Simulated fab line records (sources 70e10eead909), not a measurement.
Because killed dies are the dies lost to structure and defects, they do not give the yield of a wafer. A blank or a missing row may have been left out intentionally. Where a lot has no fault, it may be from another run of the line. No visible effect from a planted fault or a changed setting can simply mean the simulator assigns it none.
Struck lot and sound lot, side by side / flow nandHarc / 44 steps out of a route of 1302
Sound: wafers L184.2, L184.5, L184.6. Struck: wafers L188.2, L188.3, L188.5. The cause is named last.
At each step with rows: each side's tool, then ch and its chambers, then its first start. Under that, the readings that differ: sound wafers / struck wafers / difference of the means / sigmas: that difference in standard deviations of wafers without a fault.
alike: readings whose means differ by less than 2 such deviations, and words and numbers that are the same on both sides. not compared: withheld readings, readings that some wafer has no value for, bounds like >300 that may hide the same value, and numbers for which the record gives no deviation and whose values overlap.
The two part at a step that has a row with sigmas, a row that says differs or no value, or rows on one side only. Numbers that don't overlap but have no deviation are shown without sigmas and don't part them. A reading that every wafer of one side lacks parts them only if that side has two wafers or more.

first, 7 steps without rows for these wafers: NHARC_P_GATE_HMDS_39 (time 30 s); NHARC_P_GATE_COAT_40; NHARC_P_GATE_SOFTBAKE_41 (time 95 s); NHARC_P_GATE_EBR_42; NHARC_P_GATE_EXPOSE_43 (exposes mask P NSD, target cd 720 nm); NHARC_P_GATE_PEB_44 (peb time 85 s); NHARC_P_GATE_DEVELOP_45 (time 70 s).
NHARC_P_GATE_CD_MEAS_46: the cd target is 720 nm.
  sound on cdSem-01 ch 0, day 9 13:29; struck on cdSem-01 ch 0, day 11 11:47
  alike: cdNm
then, 3 steps without rows for these wafers: NHARC_P_GATE_HARDBAKE_47 (time 80 s); NHARC_P_GATE_DESCUM_48 (chemistry O2, time 3 s); NHARC_P_GATE_IMPLANT_49.
NHARC_P_GATE_STRIP_111: strips in N2/H2, time 250 s.
  sound on plasmaAsher-01 ch 0,1, day 9 14:00; struck on plasmaAsher-01 ch 1, day 11 12:19
  alike: drypumpMotorCurrentA, heaterPowerW
  not compared: rfHoursCounterH
NHARC_P_GATE_STRIP_75: strips in O2.
  sound on plasmaAsher-01 ch 0,1, day 9 14:18; struck on plasmaAsher-01 ch 1, day 11 12:37
  alike: drypumpMotorCurrentA, heaterPowerW
  not compared: rfHoursCounterH
then, 9 steps without rows for these wafers: NHARC_P_GATE_STRIP_50 (strips in SPM, time 900 s); NHARC_P_GATE_DEHYDRATE_51 (time 120 s); NHARC_P_GATE_HMDS_52 (time 30 s); NHARC_P_GATE_COAT_53; NHARC_P_GATE_SOFTBAKE_54 (time 95 s); NHARC_P_GATE_EBR_55; NHARC_P_GATE_EXPOSE_56 (exposes mask P PSD, target cd 720 nm); NHARC_P_GATE_PEB_57 (peb time 85 s); NHARC_P_GATE_DEVELOP_58 (time 70 s).
NHARC_P_GATE_CD_MEAS_59: the cd target is 720 nm.
  sound on cdSem-02 ch 0, day 9 15:07; struck on cdSem-03 ch 0, day 11 13:25
  alike: cdNm
then, 1 step without rows for these wafers: NHARC_P_GATE_HARDBAKE_60 (time 80 s).
NHARC_P_GATE_DESCUM_61: chemistry O2, time 3 s.
  sound on rieDiel-12 ch 0,3, day 9 15:16; struck on rieDiel-09 ch 0,1, day 11 13:35
  alike: drypumpMotorCurrentA, mfcArSccm, oesProductAu, rfVppV, showerheadPlenumPTorr, throttleValvePct
  not compared: rfHoursCounterH
then, 1 step without rows for these wafers: NHARC_P_GATE_IMPLANT_62.
NHARC_P_GATE_STRIP_112: strips in N2/H2, time 200 s.
  sound on plasmaAsher-02 ch 0,1, day 9 15:40; struck on plasmaAsher-01 ch 0,1, day 11 13:57
  alike: drypumpMotorCurrentA, heaterPowerW
  not compared: rfHoursCounterH
then, 10 steps without rows for these wafers: NHARC_P_GATE_STRIP_76 (strips in O2); NHARC_P_GATE_STRIP_63 (strips in SPM, time 900 s); NHARC_P_GATE_DEHYDRATE_83 (time 120 s); NHARC_P_GATE_HMDS_84 (time 30 s); NHARC_P_GATE_COAT_85; NHARC_P_GATE_SOFTBAKE_86 (time 95 s); NHARC_P_GATE_EBR_87; NHARC_P_GATE_EXPOSE_88 (exposes mask P HVN, target cd 2000 nm); NHARC_P_GATE_PEB_89 (peb time 85 s); NHARC_P_GATE_DEVELOP_90 (time 70 s).
NHARC_P_GATE_CD_MEAS_91: the cd target is 2000 nm.
  sound on cdSem-01 ch 0, day 9 16:41; struck on cdSem-03 ch 0, day 11 15:00
  alike: cdNm
then, 1 step without rows for these wafers: NHARC_P_GATE_HARDBAKE_92 (time 80 s).
NHARC_P_GATE_DESCUM_93: chemistry O2, time 3 s.
  sound on rieDiel-09 ch 0,1, day 9 16:50; struck on rieDiel-09 ch 0,1,2, day 11 15:10
  alike: drypumpMotorCurrentA, mfcArSccm, oesProductAu, rfVppV, showerheadPlenumPTorr, throttleValvePct
  not compared: rfHoursCounterH
then, 1 step without rows for these wafers: NHARC_P_GATE_IMPLANT_94.
NHARC_P_GATE_STRIP_113: strips in N2/H2, time 740 s.
  sound on plasmaAsher-01 ch 0,1, day 9 17:13; struck on plasmaAsher-01 ch 0,1, day 11 15:32
  alike: drypumpMotorCurrentA, heaterPowerW
  not compared: rfHoursCounterH
NHARC_P_GATE_INSPECT_68:
  sound on defectInspect-02, day 9 19:47; struck on defectInspect-02, day 11 18:04
reading=rawDefectCount; sound=157 320 231; struck=1085 1213 1210; difference=+933; sigmas=+10
-- break in the record here, with 18 days between the starts of the struck wafers on either side (left off in module P_GATE, picked up again in module END, where the first step shown is number 1302 on the route) --
NHARC_END_SORT_01:
  only the struck wafers appear in the record here, on prober-02 ch 0 at day 30 03:39; the sound ones have no rows

== WHERE THEY PART ==
Last at NHARC_END_SORT_01 as far as this record goes, first at NHARC_P_GATE_INSPECT_68.

WHY: what had been put in by the simulator
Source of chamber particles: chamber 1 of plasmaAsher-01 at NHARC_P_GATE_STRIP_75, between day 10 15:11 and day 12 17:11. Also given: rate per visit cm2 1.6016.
